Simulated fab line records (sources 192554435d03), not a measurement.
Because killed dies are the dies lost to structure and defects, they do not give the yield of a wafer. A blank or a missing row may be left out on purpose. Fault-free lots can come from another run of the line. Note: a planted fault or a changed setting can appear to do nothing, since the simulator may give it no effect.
Which tool did it?	flow n5 finfet	9 lots (27 wafers sampled), 1 step of a 1938-step route

== WHAT THE GAUGES SHOWED, per wafer ==
N5_BEOL_M4_RC_MEAS_101. Usual: DIBL_N 36.0 mV/V, standard deviation 1.9; DIBL_P 35.6 mV/V, standard deviation 2.2; IOFF_N 0.15 nA/um, standard deviation 0.031; IOFF_P 0.19 nA/um, standard deviation 0.032; ION_N 668 uA/um, standard deviation 11; ION_P 455 uA/um, standard deviation 7.2; SS_N 71.5 mV/dec, standard deviation 0.65; SS_P 73.4 mV/dec, standard deviation 0.64; VT_N 251 mV, standard deviation 3.6; VT_P -253 mV, standard deviation 3.3.
lot	measured	on	DIBL_N (mV/V)	DIBL_P (mV/V)	IOFF_N (nA/um)	IOFF_P (nA/um)	ION_N (uA/um)	ION_P (uA/um)	SS_N (mV/dec)	SS_P (mV/dec)	VT_N (mV)	VT_P (mV)	flag
L238	day 9 01:53	prober-02	35.0 35.1 36.2	34.2 34.4 36.1	0.11 0.12 0.13	0.14 0.14 0.16	661 658 669	445 444 453	72.1 71.0 71.8	72.7 72.9 73.5	258 254 252	-259 -256 -258	
L240	day 10 10:39	prober-02	38.1 36.1 35.0	37.8 36.1 33.9	0.20 0.16 0.15	0.23 0.20 0.17	685 676 665	463 459 453	71.4 71.4 71.7	73.6 73.3 72.9	241 251 251	-249 -253 -254	
L245	day 11 08:01	prober-02	34.0 34.2 32.9	33.2 32.6 32.8	0.12 0.12 0.11	0.19 0.17 0.17	650 660 665	452 453 458	71.2 71.1 71.4	72.7 72.7 72.7	255 257 254	-251 -255 -254	
L253	day 13 20:47	prober-01	34.9 35.5 33.6	35.3 36.0 34.6	0.14 0.15 0.13	0.18 0.20 0.18	667 662 667	454 450 461	71.1 71.2 71.0	73.0 73.4 73.0	251 249 251	-253 -248 -252	
L255	day 14 01:58	prober-02	39.8 38.8 38.1	39.7 38.4 37.0	0.22 0.18 0.17	0.24 0.24 0.20	700 674 671	467 462 458	71.8 72.7 71.4	74.1 74.6 73.9	248 248 250	-250 -252 -253	
L254	day 14 10:49	prober-01	38.0 36.8 38.8	36.6 34.7 37.1	0.17 0.14 0.18	0.21 0.18 0.21	677 666 683	463 459 461	70.9 71.3 72.0	74.0 73.7 73.4	249 248 248	-251 -253 -250	
L258	day 14 13:58	prober-02	38.4 35.8 36.5	38.5 34.8 36.0	0.20 0.15 0.17	0.25 0.20 0.22	679 679 675	460 463 465	72.8 71.7 72.1	73.9 73.3 74.1	247 251 250	-249 -251 -252	
L259	day 14 21:43	prober-02	33.1 34.7 34.6	33.5 35.8 37.0	0.11 0.13 0.14	0.13 0.16 0.17	662 666 665	444 443 449	70.6 71.6 71.9	72.9 73.6 74.3	259 255 252	-262 -262 -259	
L260	day 16 01:31	prober-01	34.9 34.3 37.0	33.6 33.6 36.7	0.13 0.12 0.16	0.17 0.18 0.24	671 653 684	460 451 469	71.2 70.9 71.4	73.1 73.2 74.6	250 254 248	-252 -253 -246	

== EACH LOT AND THE TOOL THAT RAN IT (in order: tool; ch and the chambers of the sampled wafers; start) ==
No process step before these readings appears in the record.

== WHAT THE TOOLS THEMSELVES READ (means of the sampled wafers that have a number; where no wafer has one, the mark that the record gives instead) ==
The record holds no such reading with a usual standard deviation.

== THE ANSWER, worked out from the rows above alone ==
Rule: lot off if the mean of its wafers having a number is beyond 3 standard deviations from the usual mean. Also off: a lot with no number at a reading for which 4 or more lots have one. The other lots that the step has rows for count as sound. Order of review: gauges by route order, followed by the tools' own readings, for which a lot's mean as printed above is used. The first step at which some lot is off is used, and at that step the reading that is off furthest; a lot without a number counts as furthest.
Across all readings shown, no lot is off: no conclusion can be drawn from this.

== WHAT THE SIMULATOR HAD INSERTED ==
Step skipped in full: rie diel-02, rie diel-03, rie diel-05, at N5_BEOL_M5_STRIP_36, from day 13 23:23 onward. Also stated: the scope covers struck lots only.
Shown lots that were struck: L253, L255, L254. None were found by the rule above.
